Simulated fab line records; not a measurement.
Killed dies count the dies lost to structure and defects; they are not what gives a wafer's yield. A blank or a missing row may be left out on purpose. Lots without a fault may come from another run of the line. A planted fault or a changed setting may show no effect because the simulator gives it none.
Which tool was responsible? -- flow n5Finfet -- route of 1938 steps, sampled at 1 step: 11 lots, 32 wafers

## WHAT THE GAUGES SHOWED, per wafer
N5_BEOL_M15_INSPECT_55: inspects for defects (darkfield).
lot,measured,on,rawDefectCount
L840,day 12 08:02,defectInspect-02,92 74 76
L839,day 12 11:32,defectInspect-01,54 158 108
L841,day 13 00:20,defectInspect-02,86 84 97
L846,day 14 15:14,defectInspect-02,63 61
L848,day 14 22:19,defectInspect-02,61 124 63
L844,day 15 13:22,defectInspect-01,37 58 56
L850,day 15 18:23,defectInspect-01,73 86 101
L856,day 16 06:50,defectInspect-01,72 53 67
L855,day 16 14:55,defectInspect-02,113 138 143
L857,day 16 22:46,defectInspect-02,62 99 97
L860,day 17 09:08,defectInspect-01,92 65 107

## WHAT TOOL EACH LOT RAN ON (gives the tool, then ch and the chambers of the sampled wafers, and finally the start)
No process step before these readings appears in the record.

## THE ANSWER, worked out from the rows above alone
Rule: the lots themselves supply what counts as usual. Put in order of their means at a reading, lots are off if they are a third of the lots or fewer, leave a main group of 4 or more, and stand apart from it by a gap of 3 or more times the standard deviation of the main group's means; of several such gaps the widest counts. A main group is skipped when, at the precision printed for the reading in the tables above, its means are all equal. Also off: a lot with no number at a reading for which 4 or more lots have one. Any other lot the step has rows for is counted as sound.
None of the lots is off at any reading shown; this tells nothing.

## WHAT THE SIMULATOR HAD INSERTED
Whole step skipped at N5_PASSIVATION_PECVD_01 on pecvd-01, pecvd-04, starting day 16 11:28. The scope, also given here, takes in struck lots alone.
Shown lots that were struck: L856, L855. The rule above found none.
